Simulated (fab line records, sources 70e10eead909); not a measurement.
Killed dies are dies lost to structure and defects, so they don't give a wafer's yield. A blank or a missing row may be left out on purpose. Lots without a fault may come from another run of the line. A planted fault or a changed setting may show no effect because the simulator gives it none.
One fault seen from 2 desks | flow nand_harc | each desk has only its own numbers; what lay behind them comes last

THE METROLOGY DESK
What the gauges read, lot by lot, whatever tool the lot ran on: means of the sampled wafers that have a number. A lot is out of limits, marked OUT, if its mean lies more than 4 standard deviations from the usual mean; the brackets give that distance.
Columns: A = overlay_x_nm at NHARC_A_BONDPAD_OVL_MEAS_35, usual -1 nm; B = overlay_y_nm at NHARC_A_BONDPAD_OVL_MEAS_35, usual -1 nm; C = cd_nm at NHARC_THIN_TSV_CD_MEAS_37, usual 5000 nm
lot  | first seen here | A   | B   | C
L595 | day 18 06:26    | -4  | 6   | 5002
L594 | day 18 07:02    | 5   | -0  | 4998
L599 | day 19 00:22    | 2   | -12 | 5006
L596 | day 19 03:32    | 4   | -6  | 5002
L604 | day 19 17:41    | 0   | 13  | 5001
L601 | day 19 19:38    | -3  | 0   | 5002
L600 | day 19 21:08    | -11 | -3  | 5000
L603 | day 20 02:07    | -11 | -3  | 4993
L602 | day 20 06:53    | -7  | -1  | 4998
L608 | day 20 22:40    | -2  | -4  | 4999
L611 | day 22 15:38    | -6  | -7  | 5005
L609 | day 22 16:35    | 0   | -17 | 4999
This desk's finding: nothing out of limits on any of the 12 lots.

THE TOOL OWNER'S DESK: rie_diel-03
The tool's own readings at NHARC_P_BONDPAD_ETCH_24 (etches the open film in CF4/N2, target depth 30 nm, time 72.99 s): means of the sampled wafers that have a number, for each lot that ran on this tool. A lot is out of limits, marked OUT, if its mean lies more than 4 standard deviations from the usual mean; the brackets give that distance.
Columns: A = bias_w at NHARC_P_BONDPAD_ETCH_24, usual 99.95 W; B = cf4_flow_sccm at NHARC_P_BONDPAD_ETCH_24, usual 49.99 sccm; C = drypump_motor_current_A at NHARC_P_BONDPAD_ETCH_24, usual 5.8 A; D = oes_product_au at NHARC_P_BONDPAD_ETCH_24, usual 0.998 a.u.; E = rf_vpp_V at NHARC_P_BONDPAD_ETCH_24, usual 313.9 V; F = showerhead_plenum_p_Torr at NHARC_P_BONDPAD_ETCH_24, usual 2.60 Torr; G = throttle_valve_pct at NHARC_P_BONDPAD_ETCH_24, usual 19.794 %
lot  | first seen here | A      | B     | C   | D     | E     | F    | G
L594 | day 6 20:19     | 100.07 | 50.04 | 5.8 | 0.992 | 314.3 | 2.58 | 19.797
L595 | day 6 20:47     | 99.76  | 49.95 | 5.8 | 0.997 | 313.5 | 2.59 | 19.792
L599 | day 7 18:54     | 99.70  | 50.15 | 6.1 | 1.006 | 313.9 | 2.61 | 19.797
L601 | day 8 05:56     | 100.08 | 49.89 | 5.8 | 0.995 | 313.1 | 2.58 | 19.784
L603 | day 8 14:49     | 99.96  | 49.95 | 5.6 | 0.988 | 312.7 | 2.58 | 19.801
L608 | day 9 18:43     | 100.13 | 50.05 | 5.8 | 0.992 | 313.4 | 2.58 | 19.789
L609 | day 10 10:07    | 99.75  | 49.85 | 6.0 | 1.006 | 313.5 | 2.58 | 19.793
L611 | day 10 16:55    | 99.88  | 49.99 | 5.8 | 1.004 | 313.7 | 2.62 | 19.796
This desk's finding: nothing out of limits on any of the 8 lots.

PUT TOGETHER
The metrology desk saw nothing out of limits.
The tool owner's desk saw nothing out of limits.

WHAT THE SIMULATOR HAD PUT IN
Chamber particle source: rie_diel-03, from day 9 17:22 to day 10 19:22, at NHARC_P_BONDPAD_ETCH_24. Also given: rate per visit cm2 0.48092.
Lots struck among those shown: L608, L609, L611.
